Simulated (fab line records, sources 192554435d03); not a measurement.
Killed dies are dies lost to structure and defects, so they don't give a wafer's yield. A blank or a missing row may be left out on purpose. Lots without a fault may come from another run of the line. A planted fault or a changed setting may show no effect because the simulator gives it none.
Chamber matching | flow n5_finfet | N5_SDB_ETCH_17 on rie_diel-03: 4 sister chambers
The step etches SiARC in CF4, target depth 23.4 nm, time 39 s. 14 wafers are shown with their chamber, then 7 later ones without.

WAFERS WITH THEIR CHAMBER
wafer  | chamber | showerhead_plenum_p_Torr (Torr) | throttle_valve_pct (%) | drypump_motor_current_A (A)
L076.1 | 3       | 2.18                            | 15.23                  | 5.6
L076.3 | 1       | 2.02                            | 15.89                  | 5.7
L076.4 | 3       | 2.18                            | 15.24                  | 5.7
L078.1 | 0       | 2.17                            | 15.78                  | 6.2
L078.2 | 1       | 2.02                            | 15.89                  | 5.6
L078.5 | 3       | 2.18                            | 15.24                  | 5.6
L079.1 | 2       | 2.27                            | 15.60                  | 5.5
L079.5 | 2       | 2.27                            | 15.60                  | 5.5
L079.6 | 3       | 2.18                            | 15.24                  | 5.7
L080.1 | 3       | 2.18                            | 15.27                  | 5.7
L080.2 | 2       | 2.27                            | 15.60                  | 5.5
L080.6 | 3       | 2.18                            | 15.26                  | 5.7
L086.2 | 0       | 2.16                            | 15.82                  | 6.1
L086.4 | 2       | 2.26                            | 15.64                  | 5.5

SIGNATURES (means of the wafers above)
reading                  | chamber 0 | chamber 1 | chamber 2 | chamber 3 | scatter within a chamber
showerhead_plenum_p_Torr | 2.1650    | 2.0200    | 2.2675    | 2.1800    | 0.00354
throttle_valve_pct       | 15.8000   | 15.8900   | 15.6100   | 15.2467   | 0.0177
drypump_motor_current_A  | 6.150     | 5.650     | 5.500     | 5.667     | 0.0483
Rule: a wafer's distance from a chamber is the root of the sum, over the readings, of the square of ((its reading less the chamber's mean) divided by the reading's scatter). The wafer belongs to the nearest chamber; if the next one is less than 2 further off, it can't be placed. The scatter: the root of (the sum of the squares of (reading less its chamber's mean) over the shown wafers, divided by (wafers less chambers)).

WAFERS WITHOUT THEIR CHAMBER
wafer  | showerhead_plenum_p_Torr (Torr) | throttle_valve_pct (%) | drypump_motor_current_A (A)
L086.6 | 2.17                            | 15.28                  | 5.7
L087.1 | 2.16                            | 15.82                  | 6.2
L087.3 | 2.17                            | 15.30                  | 5.6
L087.6 | 2.17                            | 15.28                  | 5.6
L089.3 | 2.17                            | 15.31                  | 5.7
L089.4 | 2.16                            | 15.83                  | 6.1
L089.5 | 2.27                            | 15.41                  | 5.7

WHICH CHAMBER EACH WENT THROUGH
wafer  | from the rows above | in truth
L086.6 | 3                   | 3
L087.1 | 0                   | 0
L087.3 | 3                   | 3
L087.6 | 3                   | 3
L089.3 | 3                   | 3
L089.4 | 0                   | 0
L089.5 | 2                   | 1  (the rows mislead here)
Placed correctly: 6 of 7. Can't be placed from these rows: 0. Placed wrongly: 1.
